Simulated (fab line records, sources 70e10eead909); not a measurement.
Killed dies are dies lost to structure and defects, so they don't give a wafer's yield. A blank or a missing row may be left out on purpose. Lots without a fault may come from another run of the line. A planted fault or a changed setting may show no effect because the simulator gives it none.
fab line records | flow nand_harc
record lots=6 wafers=16 last_day=33
route steps=1302 shown A_BLC@1110
lots that met no fault: from a run of the same line without faults
start_h: hours from the record's first day to the start of the lot's first wafer shown | wait_h: hours since the lot's step before | " the same as in the row above | L1.1+2: a row that stands for several wafers | - no value, or no start given | * or withheld: withheld | < > ~ a bound
route shown NAME@n: a module of which the file shows steps, and the number in the route of the first | usual: mean/standard deviation of fault-free wafers | same: alike in all rows | chamber/n: place in a boat | sites: the reading at each site | _std_site: their standard deviation | _edge_site: outer sites' mean less inner sites' | radius_mm: how far each site lies from the wafer's centre | mask NAME#n: copy n | behind: the tool/chamber that last shaped the wafer | hold: why the lot was held/for how many hours/how that ended | device: the transistor (n, p or np) that didn't switch | end of line: the same wafers' tests at the end of the route | a step without rows: its recipe alone | killed: dies lost to structure and defects at the first sort, not the wafer's yield | map: a wafer's dies, x killed, . not, _ none there
set.NAME: the setting as run; set.NAME@STEP: as run at that earlier step | model.NAME: the simulator's own value behind a step, which no gauge read
lots at some steps of the route; a table a step, a row a wafer
services: from which hour (start_h, from the record's first day; less than 0 if before it) a tool's chamber was out of use, for how many hours, and why
## steps
# step NHARC_A_BLC_COAT_03
# recipe temp_c=225 time_s=65
# step NHARC_A_BLC_COAT_04
# recipe spin_rpm=1500 resist_thk_nm=90
# step NHARC_A_BLC_SOFTBAKE_05
# recipe temp_c=105 time_s=55
# step NHARC_A_BLC_EBR_06
# step NHARC_A_BLC_EXPOSE_07
# recipe na=1.35 target_cd_nm=100 dose_mj=67.97 mask_id=A_BLC
# step NHARC_A_BLC_PEB_08
# recipe peb_temp_c=100 peb_time_s=65
# step NHARC_A_BLC_DEVELOP_09
# recipe develop_time_s=35 dev_temp_c=23
# step NHARC_A_BLC_CD_MEAS_10
# recipe target_cd_nm=100 landing_energy_ev=500
# usual cd_nm=99.6/0.68
# columns lot.wafer tool chamber start_h wait_h cd_nm
L490.1 cd_sem-02 0 597.99 - 100.9
L490.5 " 0 " " 99.8
L494.2 cd_sem-03 0 623.86 - 98.5
L494.5 " 0 " " 99.2
L498.1 cd_sem-03 0 660.49 - 100.4
L498.3 " 0 " " 99.4
L498.4 " 0 " " 99.6
L504.3 cd_sem-03 0 739.20 - 99.2
L504.5 " 0 " " 98.5
L504.6 " 0 " " 100.1
L505.3 cd_sem-02 0 740.29 - 99.5
L505.4 " 0 " " 99.1
L505.5 " 0 " " 99.2
L506.3 cd_sem-02 0 750.43 - 99.4
L506.4 " 0 " " 100.5
L506.6 " 0 " " 100.1
# step NHARC_A_BLC_OVL_MEAS_11
# usual overlay_x_nm=0.3/0.84 overlay_y_nm=-0.3/0.71
# columns lot.wafer tool chamber start_h wait_h overlay_x_nm overlay_y_nm
L490.1 overlay-02 - 598.08 - -0.7 0.4
L490.5 " - " " -0.1 -0.4
L494.2 overlay-01 - 623.95 - 1.2 0.0
L494.5 " - " " 1.4 -0.2
L498.1 overlay-02 - 660.59 - -1.0 0.4
L498.3 " - " " -0.7 -0.2
L498.4 " - " " -0.4 0.5
L504.3 overlay-02 - 739.28 - 0.4 -1.5
L504.5 " - " " 0.7 -0.7
L504.6 " - " " 0.9 -0.7
L505.3 overlay-02 - 740.37 - 1.1 -0.2
L505.4 " - " " 0.8 -0.2
L505.5 " - " " -0.2 0.0
L506.3 overlay-02 - 750.53 - 0.5 -0.1
L506.4 " - " " 0.3 0.1
L506.6 " - " " 0.6 0.0
# step NHARC_A_BLC_INSPECT_12
# usual raw_defect_count=75/39
# columns lot.wafer tool chamber start_h wait_h raw_defect_count
L490.1 defect_inspect-02 - 598.12 0.0 71
L490.5 " - " " 68
L494.2 defect_inspect-02 - 623.99 0.0 37
L494.5 " - " " 36
L498.1 defect_inspect-01 - 660.63 0.0 46
L498.3 " - " " 54
L498.4 " - " " 79
L504.3 defect_inspect-01 - 739.32 0.0 59
L504.5 " - " " 77
L504.6 " - " " 68
L505.3 defect_inspect-01 - 740.41 0.0 87
L505.4 " - " " 81
L505.5 " - " " 86
L506.3 defect_inspect-01 - 750.56 0.0 56
L506.4 " - " " 72
L506.6 " - " " 95
# step NHARC_A_BLC_DESCUM_15
# recipe time_s=3 o2_flow_sccm=200 ar_flow_sccm=0 bias_power_w=0 chemistry=O2
# usual drypump_motor_current_A=5.7/0.37 oes_product_au=0.999/0.012 rf_vpp_V=57.5/0.87 showerhead_plenum_p_Torr=1.87/0.078 throttle_valve_pct=11.311/0.0085
# same time_s=3
# columns lot.wafer tool chamber start_h wait_h drypump_motor_current_A oes_product_au rf_hours_counter_h rf_vpp_V showerhead_plenum_p_Torr throttle_valve_pct
L490.1 rie_diel-07 0 598.19 0.1 5.5 1.008 9 57.0 1.81 11.324
L490.5 " 0 " " 5.5 0.994 - 56.3 1.81 11.319
L494.2 rie_diel-07 3 624.06 0.1 6.1 1.000 11 56.4 1.83 11.303
L494.5 " 2 " " 6.3 1.002 - 57.2 1.91 11.300
L498.3 rie_diel-05 2 660.69 0.1 5.0 0.985 4 58.2 1.88 11.327
L498.1 " 3 " " 5.4 0.996 6 57.7 2.00 11.303
L498.4 " 1 " " 5.3 0.980 6 56.9 1.78 11.304
L504.3 rie_diel-07 2 739.42 0.1 6.3 1.009 7 58.0 1.91 11.318
L504.5 " 3 " " 6.1 1.013 - 56.2 1.83 11.297
L504.6 " 1 " " 6.1 0.996 - 58.1 2.02 11.314
L505.4 rie_diel-10 2 740.47 0.1 5.2 0.997 39 56.7 1.84 11.302
L505.3 " 0 " " 5.7 1.004 47 56.3 1.80 11.310
L505.5 " 3 " " 5.5 1.014 - 56.5 1.77 11.315
L506.3 rie_diel-10 0 750.63 0.1 5.7 1.000 49 56.8 1.80 11.306
L506.4 " 1 " " 5.7 1.005 48 59.2 1.88 11.304
L506.6 " 1 " " 5.6 1.006 - 57.4 1.88 11.315
# step NHARC_A_BLC_ETCH_16
# recipe target_depth_a=390 over_etch_frac=0.3 time_s=65 ion_energy_ev=80 cf4_flow_sccm=150 ar_flow_sccm=0 rf_w=300 bias_w=100 chemistry=CF4
# usual drypump_motor_current_A=5.7/0.38 oes_product_au=0.998/0.012 rf_vpp_V=150.9/1.2 run_length_s=86.1/0.47 showerhead_plenum_p_Torr=1.73/0.066 throttle_valve_pct=13.282/0.0094
# same time_s=65
# columns lot.wafer tool chamber start_h wait_h drypump_motor_current_A oes_product_au rf_hours_counter_h rf_vpp_V run_length_s showerhead_plenum_p_Torr throttle_valve_pct
L490.1 rie_diel-07 3 598.27 0.1 6.1 1.004 9 151.9 86.5 1.70 13.278
L490.5 " 3 " " 6.1 1.010 - 148.7 86.6 1.70 13.266
L494.2 rie_diel-07 0 624.14 0.1 5.5 0.996 11 150.5 86.2 1.68 13.290
L494.5 " 3 " " 6.1 1.001 - 151.7 86.7 1.70 13.271
L498.4 rie_diel-05 1 660.78 0.1 5.2 0.985 6 149.4 85.4 1.66 13.285
L498.1 " 2 " " 5.0 0.978 4 150.8 85.5 1.74 13.282
L498.3 " 0 " " 5.9 1.006 6 152.7 85.9 1.75 13.308
L504.3 rie_diel-07 3 739.66 0.2 6.1 1.011 8 149.0 86.7 1.70 13.292
L504.5 " 2 " " 6.3 1.010 - 152.0 86.5 1.76 13.300
L504.6 " 1 " " 6.1 0.992 - 152.0 85.5 1.86 13.280
L505.4 rie_diel-10 2 740.56 0.1 5.2 1.017 39 151.4 86.8 1.70 13.291
L505.3 " 3 " " 5.5 1.018 48 148.8 86.4 1.65 13.294
L505.5 " 2 " " 5.2 1.002 - 150.6 86.8 1.70 13.279
L506.4 rie_diel-10 2 750.72 0.1 5.1 0.998 44 149.5 86.8 1.70 13.294
L506.3 " 0 " " 5.7 1.005 49 149.5 86.2 1.67 13.277
L506.6 " 1 " " 5.6 0.996 - 150.6 85.6 1.74 13.288
# step NHARC_A_BLC_ETCH_17
# recipe target_depth_a=3900 over_etch_frac=0.25 time_s=609.38 ion_energy_ev=200 n2_flow_sccm=150 h2_flow_sccm=150 ar_flow_sccm=0 rf_w=400 bias_w=150 chemistry=N2/H2
# usual drypump_motor_current_A=5.7/0.37 oes_product_au=0.998/0.012 rf_vpp_V=429.6/2.5 run_length_s=630.4/0.48 showerhead_plenum_p_Torr=2.00/0.089 throttle_valve_pct=14.172/0.008
# columns lot.wafer tool chamber start_h wait_h drypump_motor_current_A oes_product_au rf_hours_counter_h rf_vpp_V run_length_s showerhead_plenum_p_Torr throttle_valve_pct
L490.1 rie_diel-07 1 598.40 - 6.1 0.993 8 434.1 630.2 2.16 14.181
L490.5 " 0 " " 5.5 1.014 - 428.3 585.8 1.93 14.189
L494.2 rie_diel-07 2 624.31 - 6.3 0.992 10 431.2 586.5 2.04 14.174
L494.5 " 0 " " 5.6 1.019 - 428.6 586.5 1.93 14.168
L498.3 rie_diel-05 2 660.87 - 5.0 0.967 4 430.2 630.1 2.00 14.168
L498.4 " 3 " " 5.4 0.998 6 433.4 630.6 2.13 14.170
L498.1 " 1 " " 5.2 0.984 6 425.8 629.9 1.90 14.189
L504.3 rie_diel-07 3 739.78 - 6.1 1.003 8 427.3 630.9 1.95 14.164
L504.5 " 3 " " 6.1 1.006 - 429.0 630.7 1.95 14.166
L504.6 " 2 " " 6.3 1.009 - 432.2 630.7 2.03 14.170
L505.4 rie_diel-10 2 740.65 - 5.2 0.997 40 428.4 631.2 1.96 14.170
L505.3 " 1 " " 5.7 1.000 45 430.1 629.7 2.01 14.160
L505.5 " 3 " " 5.5 1.002 - 427.1 631.1 1.88 14.170
L506.4 rie_diel-10 0 750.81 - 5.7 0.998 49 427.9 631.0 1.91 14.172
L506.3 " 3 " " 5.5 1.001 53 424.8 630.3 1.88 14.179
L506.6 " 0 " " 5.7 0.998 - 426.4 630.4 1.91 14.178
# step NHARC_A_BLC_ETCH_18
# recipe target_depth_a=9100 c4f8_flow_sccm=20 o2_flow_sccm=10 ar_flow_sccm=withheld rf_w=600 bias_w=1500 chemistry=C4F8/O2/Ar
# usual oes_product_au=0.952/0.027 rf_vpp_V=975/5.4
# columns lot.wafer tool chamber start_h wait_h oes_product_au rf_hours_counter_h rf_vpp_V
L490.1 rie_diel-07 2 - - 0.926 8 979
L490.5 " 0 " " 0.937 - 970
L494.2 rie_diel-07 3 - - 0.978 11 972
L494.5 " 0 " " 0.986 - 970
L498.4 rie_diel-05 0 - - 0.980 6 977
L498.3 " 1 " " 0.962 6 970
L498.1 " 2 " " 0.936 4 977
L504.3 rie_diel-07 2 - - 0.945 8 978
L504.6 " 1 " " 0.920 - 983
L504.5 " 2 " " 0.945 - 976
L505.3 rie_diel-10 2 - - 0.933 40 972
L505.4 " 1 " " 0.929 46 976
L505.5 " 3 " " 0.932 - 968
L506.4 rie_diel-10 0 - - 0.927 49 970
L506.3 " 1 " " 0.920 48 977
L506.6 " 3 " " 0.937 - 969
## services
# columns tool chamber start_h hours kind
rie_diel-07 0 579.19 - clean
rie_diel-07 1 579.19 - clean
rie_diel-07 2 579.19 - clean
rie_diel-07 3 579.19 - clean
rie_diel-05 - 583.64 9.0 pm
rie_diel-10 - 597.03 9.0 pm
rie_diel-07 0 603.72 - clean
rie_diel-07 1 603.72 - clean
rie_diel-07 2 603.72 - clean
rie_diel-07 3 603.72 - clean
rie_diel-05 2 618.01 15.0 repair
rie_diel-07 0 628.22 - clean
rie_diel-07 1 628.22 - clean
rie_diel-07 2 628.22 - clean
rie_diel-07 3 628.22 - clean
rie_diel-07 2 631.67 4.4 repair
rie_diel-10 - 638.69 0.8 repair
rie_diel-07 1 638.78 23.3 repair
rie_diel-07 - 649.12 9.0 pm
rie_diel-07 0 649.12 9.0 vent_cycle
rie_diel-07 2 649.12 9.0 vent_cycle
rie_diel-05 2 682.03 5.5 repair
rie_diel-10 2 714.78 22.2 repair
rie_diel-07 0 732.06 13.2 repair
## key
first_sign step=NHARC_A_BLC_ETCH_17 reading=run_length_s direction=down sigmas=91 usual=* struck=*
effect none on later readings
met_at NHARC_A_BLC_ETCH_17
struck_wafers L490.5,L494.2,L494.5
tester_left_out L490,L494
fault kind=process_parameter_drift tool=rie_diel-07 chamber=- onset_h=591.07 steps=NHARC_A_BLC_ETCH_17 channel=time_s offset=* shape=step end_h=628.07 scope=struck_wafers_only acts_in=* stated=*
# tester_left_out: of these lots the tester's yield and bins aren't shown, on N5 and GAA mostly nor the transistor test; their killed dies are dies lost to structure and defects alone, not to doping, threshold or leakage, so they don't give the yield
